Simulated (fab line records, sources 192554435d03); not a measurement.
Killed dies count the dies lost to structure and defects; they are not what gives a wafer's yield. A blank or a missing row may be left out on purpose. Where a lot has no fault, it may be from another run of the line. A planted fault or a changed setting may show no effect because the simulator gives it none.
Which tool is to blame? / flow n5Finfet / 36 wafers sampled from 12 lots at 1 step of a route of 1938

== WHAT THE GAUGES READ, wafer by wafer ==
N5_SD_EPI_N_EPI_MEAS_23.
lot=L075; measured=day 3 09:40; on=filmMetro-01; thkNm (nm)=58.7 59.7 58.1
lot=L077; measured=day 3 22:10; on=filmMetro-01; thkNm (nm)=57.8 58.9 59.6
lot=L079; measured=day 4 09:17; on=filmMetro-01; thkNm (nm)=57.2 58.3 58.9
lot=L081; measured=day 5 02:49; on=filmMetro-01; thkNm (nm)=60.1 60.6 59.0
lot=L083; measured=day 5 14:13; on=filmMetro-01; thkNm (nm)=58.9 57.5 59.4
lot=L085; measured=day 6 09:15; on=filmMetro-02; thkNm (nm)=61.2 59.3 59.6
lot=L087; measured=day 6 17:01; on=filmMetro-02; thkNm (nm)=60.1 59.3 58.7
lot=L089; measured=day 7 01:17; on=filmMetro-01; thkNm (nm)=57.3 60.2 58.2
lot=L091; measured=day 7 13:13; on=filmMetro-02; thkNm (nm)=60.0 60.5 60.0
lot=L093; measured=day 7 23:22; on=filmMetro-02; thkNm (nm)=58.8 59.5 58.2
lot=L095; measured=day 8 12:44; on=filmMetro-02; thkNm (nm)=61.9 60.7 59.5
lot=L097; measured=day 8 22:38; on=filmMetro-02; thkNm (nm)=59.5 61.1 61.0

== WHICH TOOL RAN EACH LOT (tool, then ch and the chambers of the sampled wafers, then the start) ==
The record holds no process step before these readings.

== THE ANSWER, worked out from the rows above alone ==
Rule: what is usual is taken from the lots themselves. The widest of any qualifying gaps counts: lots, ordered by their means at a reading, are off when they make up no more than a third of the lots, leave a main group of 4 or more, and stand apart from it by 3 or more times the standard deviation of that group's means. A main group is skipped when, at the precision printed for the reading in the tables above, its means are all equal. Also off: a lot with no number at a reading for which 4 or more lots have one. Where the step has rows for the other lots, those lots are counted as sound.
No lot is off at any reading shown: from this, nothing can be told.

== WHAT WAS PUT IN BY THE SIMULATOR ==
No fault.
